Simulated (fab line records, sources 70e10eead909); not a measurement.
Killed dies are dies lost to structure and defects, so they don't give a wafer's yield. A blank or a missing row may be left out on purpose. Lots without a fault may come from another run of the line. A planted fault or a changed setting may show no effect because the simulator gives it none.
A struck lot beside a sound one | flow nand_harc | 32 steps out of a route of 1302
Sound: wafers L189.1, L189.2, L189.3. Struck: wafers L195.1, L195.5, L195.6. The cause comes at the end.
At each step with rows: each side's tool, then ch and its chambers, then its first start. Under that, the readings that differ: sound wafers | struck wafers | difference of the means | sigmas: that difference in standard deviations of wafers without a fault.
alike: readings whose means differ by less than 2 such deviations, and words and numbers that are the same on both sides. not compared: withheld readings, readings that some wafer has no value for, bounds like >300 that may hide the same value, and numbers for which the record gives no deviation and whose values overlap.
The two part at a step that has a row with sigmas, a row that says differs or no value, or rows on one side only. Numbers that don't overlap but have no deviation are shown without sigmas and don't part them. A reading that every wafer of one side lacks parts them only if that side has two wafers or more.

first, 2 steps without rows for these wafers: NHARC_A_CHANNEL_HOLE_D2_PEB_08 (peb time 65 s); NHARC_A_CHANNEL_HOLE_D2_DEVELOP_09 (develop time 35 s).
NHARC_A_CHANNEL_HOLE_D2_CD_MEAS_10: target cd 100 nm.
  sound on cd_sem-02 ch 0, day 13 16:19; struck on cd_sem-02 ch 0, day 16 06:48
  alike: cd_nm
NHARC_A_CHANNEL_HOLE_D2_OVL_MEAS_11:
  sound on overlay-01, day 13 16:25; struck on overlay-01, day 16 06:53
  alike: overlay_x_nm, overlay_y_nm
NHARC_A_CHANNEL_HOLE_D2_INSPECT_12:
  sound on defect_inspect-01, day 13 16:27; struck on defect_inspect-02, day 16 06:56
  alike: raw_defect_count
then, 5 steps without rows for these wafers: NHARC_A_CHANNEL_HOLE_D2_DESCUM_15 (chemistry O2, time 3 s); NHARC_A_CHANNEL_HOLE_D2_ETCH_38 (etches the open film in CF4, target depth 39 nm, time 65 s); NHARC_A_CHANNEL_HOLE_D2_ETCH_39 (etches the open film in N2/H2, target depth 260 nm, time 325 s); NHARC_A_CHANNEL_HOLE_D2_ETCH_34 (etches the open film in CF4/CHF3, target depth 154 nm, time 77 s); NHARC_A_CHANNEL_HOLE_D2_ETCH_16 (etches the open film in O2/COS, target depth 3100 nm, time 806 s).
NHARC_A_CHANNEL_HOLE_D2_CD_MEAS_18:
  sound on cd_sem-01, day 13 17:37; struck on cd_sem-01, day 16 08:06
  alike: cd_nm
then, 1 step without rows for these wafers: NHARC_A_CHANNEL_HOLE_D2_ETCH_19 (etches the open film in C4F8/O2/Ar, time 34.5 s).
NHARC_A_CHANNEL_HOLE_D2_ETCH_20: etches the open film in C4F8/O2/Ar, time 361.9 s, target depth 1600 nm.
  sound on har_etch-02 ch 0,1, day 13 17:48; struck on har_etch-01 ch 0,1, day 16 08:43
  alike: drypump_motor_current_A, mfc_ar_sccm, showerhead_plenum_p_Torr, throttle_valve_pct
  not compared: rf_hours_counter_h
NHARC_A_CHANNEL_HOLE_D2_ETCH_21: etches the open film in C4F8/O2/Ar, time 514.3 s, target depth 1600 nm.
  sound on har_etch-02 ch 0,1, day 13 18:07; struck on har_etch-01 ch 0,1, day 16 09:03
  reading                     | sound       | struck      | difference | sigmas
  drypump_motor_current_A (A) | 6.4 6.0 6.4 | 5.1 5.2 5.0 | -1.2       | -2
  alike: mfc_ar_sccm, showerhead_plenum_p_Torr, throttle_valve_pct
  not compared: rf_hours_counter_h
NHARC_A_CHANNEL_HOLE_D2_ETCH_22: etches the open film in C4F8/O2/Ar, time 666.7 s, target depth 1600 nm.
  sound on har_etch-02 ch 0,1, day 13 18:33; struck on har_etch-01 ch 0,1, day 16 09:31
  alike: drypump_motor_current_A, mfc_ar_sccm, showerhead_plenum_p_Torr, throttle_valve_pct
  not compared: rf_hours_counter_h
then, 8 steps without rows for these wafers: NHARC_A_CHANNEL_HOLE_D2_ETCH_23 (etches the open film in C4F8/O2/Ar, time 819 s, target depth 1600 nm); NHARC_A_CHANNEL_HOLE_D2_ETCH_24 (etches the open film in C4F8/O2/Ar, time 906.2 s, target depth 1500 nm); NHARC_A_CHANNEL_HOLE_D2_ETCH_25 (etches the open film in C4F8/O2/Ar, time 1040.2 s, target depth 1500 nm); NHARC_A_CHANNEL_HOLE_D2_ETCH_26 (etches the open film in C4F8/O2/Ar, time 224.1 s, target depth 300 nm); NHARC_A_CHANNEL_HOLE_D2_ETCH_27 (etches the open film in C4F8/O2/Ar, time 90 s, target depth 400 nm); NHARC_A_CHANNEL_HOLE_D2_STRIP_41 (strips in N2/H2); NHARC_A_CHANNEL_HOLE_D2_STRIP_42 (strips in CF4/CHF3); NHARC_A_CHANNEL_HOLE_D2_STRIP_43 (strips in O2/COS).
NHARC_A_CHANNEL_HOLE_D2_ETCH_44: etches the open film in CF4/O2, target depth 140 nm, overetch 14 nm, time 77 s.
  sound on rie_diel-10 ch 1,2,3, day 13 22:25; struck on rie_diel-10 ch 1,2,3, day 16 13:16
  alike: drypump_motor_current_A, mfc_ar_sccm, oes_f_703_au, oes_o_777_au, oes_product_au, rf_vpp_V, showerhead_plenum_p_Torr, throttle_valve_pct
  not compared: rf_hours_counter_h
NHARC_A_CHANNEL_HOLE_D2_STRIP_28: strips in O2.
  sound on rie_diel-10 ch 0,2,3; struck on rie_diel-10 ch 0,1,3
  alike: drypump_motor_current_A, mfc_ar_sccm, oes_product_au, rf_vpp_V, showerhead_plenum_p_Torr, throttle_valve_pct
  not compared: rf_hours_counter_h
then, 2 steps without rows for these wafers: NHARC_A_CHANNEL_HOLE_D2_PRECLEAN_29 (cleans in SC1); NHARC_A_CHANNEL_HOLE_D2_SRD_30.
NHARC_A_CHANNEL_HOLE_D2_CD_MEAS_31:
  sound on cd_sem-03, day 13 23:13; struck on cd_sem-02, day 16 14:03
  alike: cd_nm
NHARC_A_CHANNEL_HOLE_D2_XSEM_32:
  sound on xsem-02 ch 0, day 13 23:18; struck on xsem-02 ch 0, day 16 14:09
  reading            | sound          | struck         | difference | sigmas
  tilt_deg (degrees) | 0.15 0.15 0.15 | 0.04 0.04 0.05 | -0.11      | -2
  alike: bot_cd_nm, bow_nm
NHARC_A_CHANNEL_HOLE_D2_INSPECT_40:
  sound on defect_inspect-01, day 13 23:24; struck on defect_inspect-02, day 16 14:15
  reading          | sound       | struck      | difference | sigmas
  raw_defect_count | 276 301 314 | 545 565 610 | +276       | +4
then, 1 step without rows for these wafers: NHARC_A_CHANNEL_FILL_D2_PRECLEAN_00 (cleans in SC1).
-- the record jumps here: 11 days lie between the struck wafers' starts before and after (it left off in module A_CHANNEL_FILL_D2 and takes up again in module END, whose first step shown is number 1302 of the route) --
NHARC_END_SORT_01:
  the record has rows for the struck wafers here (prober-01 ch 0, day 27 11:07) and none for the sound ones

WHERE THEY PART
First at NHARC_A_CHANNEL_HOLE_D2_ETCH_21; last, within this record, at NHARC_END_SORT_01.

WHY: what the simulator had put in
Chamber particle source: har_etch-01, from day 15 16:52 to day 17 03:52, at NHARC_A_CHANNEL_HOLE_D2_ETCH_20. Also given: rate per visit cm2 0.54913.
